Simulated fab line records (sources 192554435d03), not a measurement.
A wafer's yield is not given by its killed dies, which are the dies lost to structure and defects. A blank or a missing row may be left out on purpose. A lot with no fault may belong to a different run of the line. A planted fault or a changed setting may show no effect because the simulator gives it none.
Matching of chambers	flow n5-finfet	rie-diel-05 running N5_BEOL_M8_ETCH_62: 4 sister chambers
The step etches SOC in N2/H2, target depth 110 nm, overetch 22 nm, time 165 s. 4 wafers are shown with their chamber, then 11 later ones without.

## WAFERS, EACH WITH ITS CHAMBER
wafer	chamber	drypump-motor-current-A (A)
L079.2	0	6.1
L092.2	3	5.6
L092.3	1	5.2
L094.2	2	6.4

## WAFERS WITH NO CHAMBER GIVEN
wafer	drypump-motor-current-A (A)
L094.3	5.2
L094.5	6.4
L095.1	6.3
L095.3	5.6
L095.6	5.2
L096.2	6.1
L096.3	5.2
L096.6	5.2
L097.1	5.2
L097.3	5.6
L097.6	6.3

## EACH ONE'S CHAMBER
wafer	from the rows above	in truth
L094.3	1	1
L094.5	2	2
L095.1	2	2
L095.3	3	3
L095.6	1	1
L096.2	0	0
L096.3	1	1
L096.6	1	1
L097.1	1	1
L097.3	3	3
L097.6	2	2
11 of 11 placed correctly. Can't be placed from these rows: 0. Wrongly placed: 0.
How it was worked out, from the rows above alone: a wafer's distance from a chamber is the root of the sum, over the readings, of the square of ((its reading less the chamber's mean) divided by the reading's scatter). If the next closest chamber is less than 2 further off than the closest, the wafer can't be placed; otherwise it belongs to the closest. For every chamber, the mean is computed from those of its wafers that are shown. The scatter: root of mean squared gap, hidden wafer to nearest shown wafer, with one shown wafer a chamber.
